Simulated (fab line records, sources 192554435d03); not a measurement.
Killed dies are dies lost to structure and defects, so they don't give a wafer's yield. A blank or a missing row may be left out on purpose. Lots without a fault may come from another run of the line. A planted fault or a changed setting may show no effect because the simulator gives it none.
Split-lot experiment | flow n5_finfet | 7 lots, 21 wafers read, on a route of 1938 steps

THE SPLIT
At N5_MOL_CONTACT_COAG_ALD_131 (deposits SiO2, target thk 5 nm, pulse time 1 s, co reactant pulse time 1 s), the setting ald_cycles was moved away from the recipe's 35 on 9 of the 21 wafers read, by -14.3% to +8.6%. The other wafers ran this setting at the recipe's value.

The reading is taken at the split's own step.

THE READING
SiO2_of_MOL_CONTACT_COAG_ALD_131.thk_nm (the simulator's own value, which no gauge read), in nm, at N5_MOL_CONTACT_COAG_ALD_131 (deposits SiO2, target thk 5 nm, pulse time 1 s, co reactant pulse time 1 s). The file gives no usual value for it.

wafer  | tool, chamber at the split | ald_cycles as run | against the recipe | SiO2_of_MOL_CONTACT_COAG_ALD_131.thk_nm, nm | against lot-mates on the recipe
L079.1 | ald_sin-04, 2              | 35                | recipe             | 5                                           | -
L079.3 | ald_sin-04, 3              | 32                | -8.6%              | 4.6                                         | -0.4
L079.6 | ald_sin-04, 3              | 32                | -8.6%              | 4.6                                         | -0.4
L080.1 | ald_sin-01, 2              | 35                | recipe             | 5                                           | -
L080.2 | ald_sin-01, 0              | 30                | -14.3%             | 4.2                                         | -0.8
L080.4 | ald_sin-01, 0              | 30                | -14.3%             | 4.2                                         | -0.8
L082.3 | ald_sin-01, 0,2,0          | 35                | recipe             | 5                                           | -
L082.4 | ald_sin-01, 0,2,0          | 35                | recipe             | 5                                           | -
L082.5 | ald_sin-01, 0,2,0          | 35                | recipe             | 5                                           | -
L083.2 | ald_sin-01, 1,0,2          | 35                | recipe             | 5                                           | -
L083.3 | ald_sin-01, 1,0,2          | 35                | recipe             | 5                                           | -
L083.6 | ald_sin-01, 1,0,2          | 35                | recipe             | 5                                           | -
L090.3 | ald_sin-01, 0,0,3          | 35                | recipe             | 5                                           | -
L090.5 | ald_sin-01, 0,0,3          | 35                | recipe             | 5                                           | -
L090.6 | ald_sin-01, 0,0,3          | 35                | recipe             | 5                                           | -
L092.1 | ald_sin-01, 2,3,2          | 31                | -11.4%             | 4.4                                         | no lot-mate on the recipe
L092.5 | ald_sin-01, 2,3,2          | 31                | -11.4%             | 4.4                                         | no lot-mate on the recipe
L092.6 | ald_sin-01, 2,3,2          | 31                | -11.4%             | 4.4                                         | no lot-mate on the recipe
L096.2 | ald_sin-02, 0,3            | 38                | +8.6%              | 5.4                                         | +0.4
L096.3 | ald_sin-02, 0,3            | 38                | +8.6%              | 5.4                                         | +0.4
L096.6 | ald_sin-02, 1              | 35                | recipe             | 5                                           | -
Where a row lists several chambers, the file gives one row for several wafers and doesn't say which wafer went through which chamber.

THE FIT
A straight line over all 21 wafers: SiO2_of_MOL_CONTACT_COAG_ALD_131.thk_nm changes by +0.0519 nm for each +1% of ald_cycles; r = +1.00; the points scatter about the line by 0.027 nm.
The same after taking each lot's own level away (the mean of its wafers on the recipe; 18 wafers): +0.0518 nm for each +1%; r = +1.00; scatter 0.03 nm.
On that fit, the largest move of ald_cycles shifts the reading by 0.74 nm.
The lots' own levels span 5.00 to 5.00 nm.
So the lot-to-lot level changes the slope little: the two slopes agree.
Check: with one of the wafers moved furthest among these (-14.3%) left out of the fit, the line predicts -0.724 nm for it against its lot-mates. It came out at -0.8 nm against them.

OTHER SPLITS ON THESE WAFERS
These wafers also went through other splits before the reading. Each is held against what the fit with the lots' levels taken away leaves over:
other split on the same wafers | wafers away from the commonest value | r with SiO2_of_MOL_CONTACT_COAG_ALD_131.thk_nm (lot level and that fit taken away)
N5_GATE_CUT_EXPOSE_10 dose_mj  | 4                                    | +0.10

THE FILE'S OWN FIT
SiO2_of_MOL_CONTACT_COAG_ALD_131.thk_nm changes by +0.0521 nm for each +1% of ald_cycles, r = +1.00.
